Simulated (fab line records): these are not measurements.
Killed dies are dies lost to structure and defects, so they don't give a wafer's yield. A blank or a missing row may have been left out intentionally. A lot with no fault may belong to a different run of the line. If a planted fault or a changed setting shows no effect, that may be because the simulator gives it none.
3 desks, one fault | flow n5_finfet | every desk sees just its own numbers, and what lay behind them comes last

## FROM THE METROLOGY DESK
What the gauges read, lot by lot, whatever tool the lot ran on: means of the sampled wafers that have a number. Any lot whose mean is over 4 standard deviations away from the usual mean is out of limits and marked OUT; that distance is given in the brackets. Of its 10 readings 7 are shown: those that lie furthest out on some lot.
Columns: A = DIBL_P at N5_BEOL_M4_RC_MEAS_101, usual 36.6 mV/V; B = IOFF_P at N5_BEOL_M4_RC_MEAS_101, usual 0.21 nA/um; C = ION_N at N5_BEOL_M4_RC_MEAS_101, usual 675 uA/um; D = ION_P at N5_BEOL_M4_RC_MEAS_101, usual 460 uA/um; E = SS_N at N5_BEOL_M4_RC_MEAS_101, usual 71.4 mV/dec; F = SS_P at N5_BEOL_M4_RC_MEAS_101, usual 73.4 mV/dec; G = VT_P at N5_BEOL_M4_RC_MEAS_101, usual -252 mV
lot  | first seen here | A    | B    | C   | D   | E    | F    | G
L594 | day 7 22:44     | 36.8 | 0.20 | 674 | 456 | 71.1 | 73.5 | -252
L599 | day 9 02:31     | 36.1 | 0.19 | 675 | 462 | 71.1 | 73.7 | -250
L604 | day 10 10:41    | 38.4 | 0.22 | 680 | 464 | 71.4 | 73.7 | -253
L607 | day 11 05:08    | 36.0 | 0.19 | 670 | 454 | 71.3 | 73.0 | -253
L611 | day 12 00:05    | 36.1 | 0.18 | 667 | 456 | 71.5 | 72.9 | -253
L612 | day 12 03:40    | 36.0 | 0.17 | 675 | 456 | 71.4 | 73.4 | -255
L614 | day 12 22:44    | 36.3 | 0.19 | 667 | 454 | 71.3 | 72.7 | -254
L615 | day 13 02:18    | 36.5 | 0.24 | 689 | 471 | 71.4 | 73.5 | -247
L617 | day 13 08:45    | 35.8 | 0.21 | 677 | 465 | 70.7 | 73.0 | -250
This desk found nothing out of limits on any of the 9 lots.

## TOOL OWNER'S DESK, rie_si-03
The tool's own readings at N5_ZERO_LAYER_ETCH_18 (etches Si in HBr/Cl2, target depth 120 nm, time 40 s): means of the sampled wafers that have a number, for each lot that ran on this tool. Any lot whose mean is over 4 standard deviations away from the usual mean is out of limits and marked OUT; that distance is given in the brackets.
Columns: A = HBr_flow_sccm at N5_ZERO_LAYER_ETCH_18, usual 150.0 sccm; B = drypump_motor_current_A at N5_ZERO_LAYER_ETCH_18, usual 5.9 A; C = mfc_cl2_sccm at N5_ZERO_LAYER_ETCH_18, usual 79.97 sccm; D = oes_product_au at N5_ZERO_LAYER_ETCH_18, usual 0.994 a.u.; E = throttle_valve_pct at N5_ZERO_LAYER_ETCH_18, usual 36.2 %
lot  | first seen here | A     | B   | C     | D     | E
L594 | day 1 12:56     | 149.8 | 5.5 | 79.72 | 0.993 | 36.0
L599 | day 2 18:56     | 149.8 | 5.8 | 79.94 | 0.992 | 36.0
L611 | day 5 19:04     | 150.2 | 6.1 | 80.40 | 0.975 | 36.0
L614 | day 6 12:55     | 149.6 | 6.3 | 79.79 | 1.013 | 35.8
L617 | day 7 06:59     | 150.1 | 5.8 | 80.20 | 0.997 | 35.9
This desk found nothing out of limits on any of the 5 lots.

## THE DEFECT DESK
Per lot, the means of the sampled wafers with a number show what the inspections along the route counted. Any lot whose mean is over 4 standard deviations away from the usual mean is out of limits and marked OUT; that distance is given in the brackets.
Columns: A = raw_defect_count at N5_START_INSPECT_01, usual 6.1
lot  | first seen here | A
L594 | day 1 12:02     | 7.5
L599 | day 2 18:02     | 6.3
L604 | day 4 00:02     | 7.0
L607 | day 4 18:02     | 5.0
L611 | day 5 18:02     | 6.0
L612 | day 6 00:02     | 5.3
L614 | day 6 12:02     | 7.0
L615 | day 6 18:02     | 7.3
L617 | day 7 06:02     | 3.7
This desk found nothing out of limits on any of the 9 lots.

## BROUGHT TOGETHER
Metrology desk: nothing out of limits seen.
The desk of the tool owner found nothing out of limits.
Nothing out of limits was seen by the defect desk.

## WHAT WAS PUT IN BY THE SIMULATOR
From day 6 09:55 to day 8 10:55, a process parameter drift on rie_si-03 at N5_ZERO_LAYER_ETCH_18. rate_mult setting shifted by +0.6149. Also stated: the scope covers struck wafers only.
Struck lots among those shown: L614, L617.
